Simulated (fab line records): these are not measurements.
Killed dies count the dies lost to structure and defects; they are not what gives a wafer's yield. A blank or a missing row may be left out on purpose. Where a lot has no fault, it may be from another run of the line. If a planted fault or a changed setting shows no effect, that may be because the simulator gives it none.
Matching of chambers -- flow nandHarc -- NHARC_P_M1_PRE_CLEAN_32 on pecvd-03: 3 sister chambers
The step time 12 s. 22 wafers are shown with their chamber, then 11 later ones without.

WAFERS WITH THEIR CHAMBER
wafer,chamber,heaterPowerW (W),rfFwdPowerW (W)
L074.3,0,778,293.3
L074.4,2,664,292.9
L074.6,1,623,293.2
L075.1,0,754,294.2
L075.2,2,654,292.0
L075.4,2,634,291.0
L077.1,1,585,291.7
L077.3,0,727,293.2
L077.5,1,567,292.0
L085.1,2,561,292.2
L085.2,0,703,293.5
L085.5,0,693,293.0
L087.2,1,588,293.2
L087.3,0,777,291.7
L087.5,2,560,291.3
L088.2,2,590,292.9
L088.4,1,600,292.0
L088.5,0,751,292.8
L092.1,1,539,291.7
L092.3,2,630,292.3
L092.6,1,560,292.5
L093.1,1,576,293.2

SIGNATURES, as means of the wafers listed above
reading,chamber 0,chamber 1,chamber 2,scatter within a chamber
heaterPowerW,740.43,579.75,613.29,34.4
rfFwdPowerW,293.100,292.438,292.086,0.721
Rule: for each reading, subtract the chamber's mean from the wafer's reading, divide by that reading's scatter and square the result; add these up over the readings and take the root, which gives the wafer's distance from the chamber. If the next closest chamber is less than 2 further off than the closest, the wafer can't be placed; otherwise it belongs to the closest. How the scatter is found: for the shown wafers, subtract from each reading the mean of its chamber, square and add these, divide the total by (wafers less chambers), then take the root.

WAFERS WHOSE CHAMBER IS MISSING
wafer,heaterPowerW (W),rfFwdPowerW (W)
L093.4,558,291.1
L093.6,586,293.4
L094.1,775,292.0
L094.2,638,292.2
L094.4,757,292.1
L095.1,775,292.1
L095.3,627,292.6
L095.5,558,293.3
L097.1,652,293.5
L097.4,612,294.1
L097.5,578,293.4

WHICH CHAMBER EACH ONE RAN IN
wafer,from the rows above,in truth
L093.4,can't be placed: 1 or 2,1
L093.6,can't be placed: 1 or 2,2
L094.1,0,0
L094.2,can't be placed: 2 or 1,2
L094.4,0,0
L095.1,0,0
L095.3,can't be placed: 2 or 1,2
L095.5,can't be placed: 1 or 2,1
L097.1,can't be placed: 2 or 1 or 0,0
L097.4,can't be placed: 1 or 2 or 0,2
L097.5,can't be placed: 1 or 2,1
Correctly placed: 3 of 11. Cannot be placed on the basis of these rows: 8; the candidates contain the true chamber in 8. 0 placed wrongly.
